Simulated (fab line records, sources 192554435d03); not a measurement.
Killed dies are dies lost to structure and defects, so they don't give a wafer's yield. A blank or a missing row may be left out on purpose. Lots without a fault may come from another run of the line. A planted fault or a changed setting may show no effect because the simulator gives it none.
Chamber matching | flow n5_finfet | N5_BEOL_M5_CURE_79 on uv_cure-01: 3 sister chambers
The step cures SiCOH lowk, time 240 s. 3 wafers are shown with their chamber, then 10 later ones without.

WAFERS WITH THEIR CHAMBER
wafer  | chamber | wafer_temp_C_max
L079.6 | 0       | 387.9
L088.5 | 2       | 388.0
L094.4 | 1       | 386.1

WAFERS WITHOUT THEIR CHAMBER
wafer  | wafer_temp_C_max
L094.5 | 386.6
L085.2 | 388.8
L085.4 | 387.2
L085.6 | 388.4
L089.3 | 386.5
L089.5 | 387.0
L089.6 | 386.7
L091.1 | 385.9
L091.2 | 386.5
L091.3 | 386.2

WHICH CHAMBER EACH WENT THROUGH
wafer  | from the rows above          | in truth
L094.5 | can't be placed: 1 or 0 or 2 | 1
L085.2 | can't be placed: 2 or 0      | 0
L085.4 | can't be placed: 0 or 2 or 1 | 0
L085.6 | can't be placed: 2 or 0      | 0
L089.3 | can't be placed: 1 or 0 or 2 | 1
L089.5 | can't be placed: 0 or 1 or 2 | 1
L089.6 | can't be placed: 1 or 0 or 2 | 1
L091.1 | 1                            | 1
L091.2 | can't be placed: 1 or 0 or 2 | 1
L091.3 | 1                            | 1
Placed correctly: 2 of 10. Can't be placed from these rows: 8 (the true chamber is among the candidates in 8). Placed wrongly: 0.
How it was worked out, from the rows above alone: a wafer's distance from a chamber is the root of the sum, over the readings, of the square of ((its reading less the chamber's mean) divided by the reading's scatter). The wafer belongs to the nearest chamber; if the next one is less than 2 further off, it can't be placed. A chamber's mean is the mean of its shown wafers. The scatter: with one shown wafer a chamber, the root of the mean of the squares of how far each hidden wafer lies from its nearest shown one.
